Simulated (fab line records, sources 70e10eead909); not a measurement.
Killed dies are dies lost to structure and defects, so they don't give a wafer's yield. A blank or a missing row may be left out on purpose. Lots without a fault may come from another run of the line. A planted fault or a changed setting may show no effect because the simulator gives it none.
Chamber matching | flow nand_harc | NHARC_P_GATE_DEP_103 on pecvd-03: 3 sister chambers
The step deposits SiON, target thk 30 nm. 14 wafers are shown with their chamber, then 6 later ones without.

WAFERS WITH THEIR CHAMBER
wafer  | chamber | susceptor_temp_C (C) | heater_power_w (W)
L616.1 | 1       | 400.03               | 673
L616.2 | 0       | 400.22               | 721
L616.3 | 2       | 399.70               | 821
L619.2 | 1       | 399.89               | 759
L619.3 | 2       | 400.41               | 728
L619.5 | 2       | 399.91               | 738
L621.1 | 2       | 399.86               | 810
L621.3 | 0       | 400.14               | 792
L621.5 | 0       | 400.57               | 777
L622.1 | 2       | 399.91               | 820
L622.4 | 2       | 400.24               | 815
L622.5 | 0       | 400.34               | 806
L632.3 | 1       | 399.93               | 810
L632.6 | 1       | 400.10               | 800

SIGNATURES (means of the wafers above)
reading          | chamber 0 | chamber 1 | chamber 2 | scatter within a chamber
susceptor_temp_C | 400.3175  | 399.9875  | 400.0050  | 0.21
heater_power_w   | 774.00    | 760.50    | 788.67    | 47.9
Rule: a wafer's distance from a chamber is the root of the sum, over the readings, of the square of ((its reading less the chamber's mean) divided by the reading's scatter). The wafer belongs to the nearest chamber; if the next one is less than 2 further off, it can't be placed. The scatter: the root of (the sum of the squares of (reading less its chamber's mean) over the shown wafers, divided by (wafers less chambers)).

WAFERS WITHOUT THEIR CHAMBER
wafer  | susceptor_temp_C (C) | heater_power_w (W)
L635.2 | 399.80               | 796
L635.4 | 400.13               | 737
L635.5 | 399.80               | 832
L637.1 | 400.07               | 770
L637.5 | 399.99               | 724
L637.6 | 400.11               | 826

WHICH CHAMBER EACH WENT THROUGH
wafer  | from the rows above          | in truth
L635.2 | can't be placed: 2 or 1 or 0 | 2
L635.4 | can't be placed: 1 or 0 or 2 | 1
L635.5 | can't be placed: 2 or 1 or 0 | 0
L637.1 | can't be placed: 1 or 2 or 0 | 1
L637.5 | can't be placed: 1 or 2 or 0 | 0
L637.6 | can't be placed: 2 or 0 or 1 | 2
Placed correctly: 0 of 6. Can't be placed from these rows: 6 (the true chamber is among the candidates in 6). Placed wrongly: 0.
